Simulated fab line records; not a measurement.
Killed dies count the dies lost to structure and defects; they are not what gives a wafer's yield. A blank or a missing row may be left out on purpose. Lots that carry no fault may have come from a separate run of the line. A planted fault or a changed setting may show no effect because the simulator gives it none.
Split-lot study :: flow n5-finfet :: 7 lots, 21 wafers read, on a route of 1938 steps

== ABOUT THE SPLIT ==
At N5_BEOL_M0_CUTY_EXPOSE_54 (exposes mask M0 ABLK), the setting dose-mj was moved away from the recipe's 36 on 3 of the 21 wafers read, by -7.1% to -2.9%. For the rest of the wafers, this setting stayed at what the recipe calls for.

== FROM THE SPLIT TO THE READING: what the file shows between them, 2 steps ==
- N5_BEOL_M0_CUTY_PEB_55: peb time 60 s
- N5_BEOL_M0_CUTY_DEVELOP_56: develop time 30 s

== THE READING ==
cd-nm, in nm, at N5_BEOL_M0_CUTY_CD_MEAS_57 (target cd 200 nm). Typical for fault-free wafers on this fab line: 200.4 nm, with standard deviation 0.8 nm.

wafer: L077.2
tool, chamber at the split: arfi-scanner-03, 0
dose-mj as run: 36
against the recipe: recipe
cd-nm, nm: 200.3
against lot-mates on the recipe: -

wafer: L077.4
tool, chamber at the split: arfi-scanner-03, 0
dose-mj as run: 36
against the recipe: recipe
cd-nm, nm: 200.3
against lot-mates on the recipe: -

wafer: L077.6
tool, chamber at the split: arfi-scanner-03, 0
dose-mj as run: 36
against the recipe: recipe
cd-nm, nm: 200.2
against lot-mates on the recipe: -

wafer: L079.1
tool, chamber at the split: arfi-scanner-01, 0
dose-mj as run: 36
against the recipe: recipe
cd-nm, nm: 200.2
against lot-mates on the recipe: -

wafer: L079.3
tool, chamber at the split: arfi-scanner-01, 0
dose-mj as run: 36
against the recipe: recipe
cd-nm, nm: 201.6
against lot-mates on the recipe: -

wafer: L079.6
tool, chamber at the split: arfi-scanner-01, 0
dose-mj as run: 36
against the recipe: recipe
cd-nm, nm: 200.1
against lot-mates on the recipe: -

wafer: L081.4
tool, chamber at the split: arfi-scanner-02, 0
dose-mj as run: 36
against the recipe: recipe
cd-nm, nm: 201.9
against lot-mates on the recipe: -

wafer: L081.5
tool, chamber at the split: arfi-scanner-02, 0
dose-mj as run: 36
against the recipe: recipe
cd-nm, nm: 202.0
against lot-mates on the recipe: -

wafer: L081.6
tool, chamber at the split: arfi-scanner-02, 0
dose-mj as run: 36
against the recipe: recipe
cd-nm, nm: 202.0
against lot-mates on the recipe: -

wafer: L083.2
tool, chamber at the split: arfi-scanner-03, 0
dose-mj as run: 36
against the recipe: recipe
cd-nm, nm: 199.9
against lot-mates on the recipe: -

wafer: L083.3
tool, chamber at the split: arfi-scanner-03, 0
dose-mj as run: 36
against the recipe: recipe
cd-nm, nm: 201.2
against lot-mates on the recipe: -

wafer: L083.6
tool, chamber at the split: arfi-scanner-03, 0
dose-mj as run: 36
against the recipe: recipe
cd-nm, nm: 200.3
against lot-mates on the recipe: -

wafer: L086.1
tool, chamber at the split: arfi-scanner-02, 0
dose-mj as run: 34.97
against the recipe: -2.9%
cd-nm, nm: 203.3
against lot-mates on the recipe: +2.5

wafer: L086.4
tool, chamber at the split: arfi-scanner-02, 0
dose-mj as run: 34.97
against the recipe: -2.9%
cd-nm, nm: 201.8
against lot-mates on the recipe: +1.0

wafer: L086.6
tool, chamber at the split: arfi-scanner-02, 0
dose-mj as run: 36
against the recipe: recipe
cd-nm, nm: 200.8
against lot-mates on the recipe: -

wafer: L088.1
tool, chamber at the split: arfi-scanner-02, 0
dose-mj as run: 33.46
against the recipe: -7.1%
cd-nm, nm: 206.0
against lot-mates on the recipe: +5.5

wafer: L088.3
tool, chamber at the split: arfi-scanner-02, 0
dose-mj as run: 36
against the recipe: recipe
cd-nm, nm: 200.3
against lot-mates on the recipe: -

wafer: L088.6
tool, chamber at the split: arfi-scanner-02, 0
dose-mj as run: 36
against the recipe: recipe
cd-nm, nm: 200.7
against lot-mates on the recipe: -

wafer: L092.2
tool, chamber at the split: arfi-scanner-01, 0
dose-mj as run: 36
against the recipe: recipe
cd-nm, nm: 200.5
against lot-mates on the recipe: -

wafer: L092.4
tool, chamber at the split: arfi-scanner-01, 0
dose-mj as run: 36
against the recipe: recipe
cd-nm, nm: 200.7
against lot-mates on the recipe: -

wafer: L092.5
tool, chamber at the split: arfi-scanner-01, 0
dose-mj as run: 36
against the recipe: recipe
cd-nm, nm: 201.2
against lot-mates on the recipe: -

FIT RESULTS
A straight line over all 21 wafers: cd-nm changes by -0.711 nm for each +1% of dose-mj; r = -0.87; the points scatter about the line by 0.71 nm.
The same after taking each lot's own level away (the mean of its wafers on the recipe; 21 wafers): -0.742 nm for each +1%; r = -0.94; scatter 0.47 nm.
The reading moves by 5.2 nm for the largest change in dose-mj, on that fit.
Across the lots, their own levels run from 200.27 to 201.97 nm, a range of 2.1 times the standard deviation given above.
So the lot-to-lot level changes the slope little: the two slopes agree.
Check: +4.32 nm against its lot-mates is what the line predicts for one of the wafers moved furthest among these (-7.1%) when that wafer is left out of the fit. Against them it came out at +5.5 nm.

== OTHER SPLITS APPLIED TO THESE WAFERS ==
Before the reading, these wafers also passed through other splits. Each is held against what the fit with the lots' levels taken away leaves over:
other split on the same wafers: N5_MOL_CONTACT_COAG_PECVD_31 temp-c
wafers away from the commonest value: 7
r with cd-nm (lot level and that fit taken away): -0.04

other split on the same wafers: N5_MOL_CONTACT_COAG_VIA_ETCH_117 bias-w
wafers away from the commonest value: 6
r with cd-nm (lot level and that fit taken away): -0.02

other split on the same wafers: N5_BEOL_M0_SAQP_EXPOSE_11 dose-mj
wafers away from the commonest value: 8
r with cd-nm (lot level and that fit taken away): -0.17

other split on the same wafers: N5_BEOL_M0_SAQP_DEVELOP_13 develop-time-s
wafers away from the commonest value: 8
r with cd-nm (lot level and that fit taken away): +0.29

== THE FILE'S OWN FIT ==
cd-nm changes by -0.757 nm for each +1% of dose-mj, r = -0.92.
